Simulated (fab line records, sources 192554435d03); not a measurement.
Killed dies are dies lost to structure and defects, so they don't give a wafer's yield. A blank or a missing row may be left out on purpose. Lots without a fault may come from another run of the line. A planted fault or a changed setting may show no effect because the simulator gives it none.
Chamber matching | flow n5_finfet | N5_SPACER0_ALD_00 on ald_sin-02: 4 sister chambers
The step deposits SiOCN, target thk 3.5 nm, pulse time 3 s, purge time 2 s. 20 wafers are shown with their chamber, then 10 later ones without.

WAFERS WITH THEIR CHAMBER
wafer  | chamber | heater_power_w (W) | precursor_pulse_height_rel
L075.3 | 2       | 690                | 0.982
L075.4 | 3       | 723                | 0.989
L075.6 | 1       | 1016               | 0.980
L078.1 | 0       | 801                | 1.007
L078.3 | 3       | 717                | 1.006
L078.5 | 2       | 692                | 1.016
L082.1 | 2       | 684                | 1.027
L082.4 | 1       | 992                | 1.012
L082.5 | 2       | 688                | 1.008
L085.1 | 3       | 724                | 1.015
L085.3 | 1       | 982                | 1.000
L085.6 | 2       | 691                | 0.959
L086.1 | 0       | 820                | 0.989
L086.3 | 1       | 999                | 0.997
L086.4 | 2       | 694                | 1.010
L090.2 | 1       | 977                | 0.981
L090.5 | 3       | 733                | 1.021
L090.6 | 0       | 796                | 1.000
L091.2 | 0       | 825                | 0.989
L091.5 | 3       | 725                | 0.983

SIGNATURES (means of the wafers above)
reading                    | chamber 0 | chamber 1 | chamber 2 | chamber 3 | scatter within a chamber
heater_power_w             | 810.50    | 993.20    | 689.83    | 724.40    | 10.4
precursor_pulse_height_rel | 0.99625   | 0.99400   | 1.00033   | 1.00280   | 0.018
Rule: a wafer's distance from a chamber is the root of the sum, over the readings, of the square of ((its reading less the chamber's mean) divided by the reading's scatter). The wafer belongs to the nearest chamber; if the next one is less than 2 further off, it can't be placed. The scatter: the root of (the sum of the squares of (reading less its chamber's mean) over the shown wafers, divided by (wafers less chambers)).

WAFERS WITHOUT THEIR CHAMBER
wafer  | heater_power_w (W) | precursor_pulse_height_rel
L091.6 | 964                | 1.009
L094.3 | 813                | 0.981
L094.4 | 967                | 0.978
L094.5 | 750                | 1.015
L095.1 | 977                | 1.022
L095.4 | 723                | 1.013
L095.6 | 1010               | 1.006
L096.2 | 699                | 0.986
L096.3 | 971                | 0.974
L096.4 | 753                | 0.999

WHICH CHAMBER EACH WENT THROUGH
wafer  | from the rows above     | in truth
L091.6 | 1                       | 1
L094.3 | 0                       | 0
L094.4 | 1                       | 1
L094.5 | 3                       | 3
L095.1 | 1                       | 1
L095.4 | 3                       | 3
L095.6 | 1                       | 1
L096.2 | can't be placed: 2 or 3 | 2
L096.3 | 1                       | 1
L096.4 | 3                       | 3
Placed correctly: 9 of 10. Can't be placed from these rows: 1 (the true chamber is among the candidates in 1). Placed wrongly: 0.
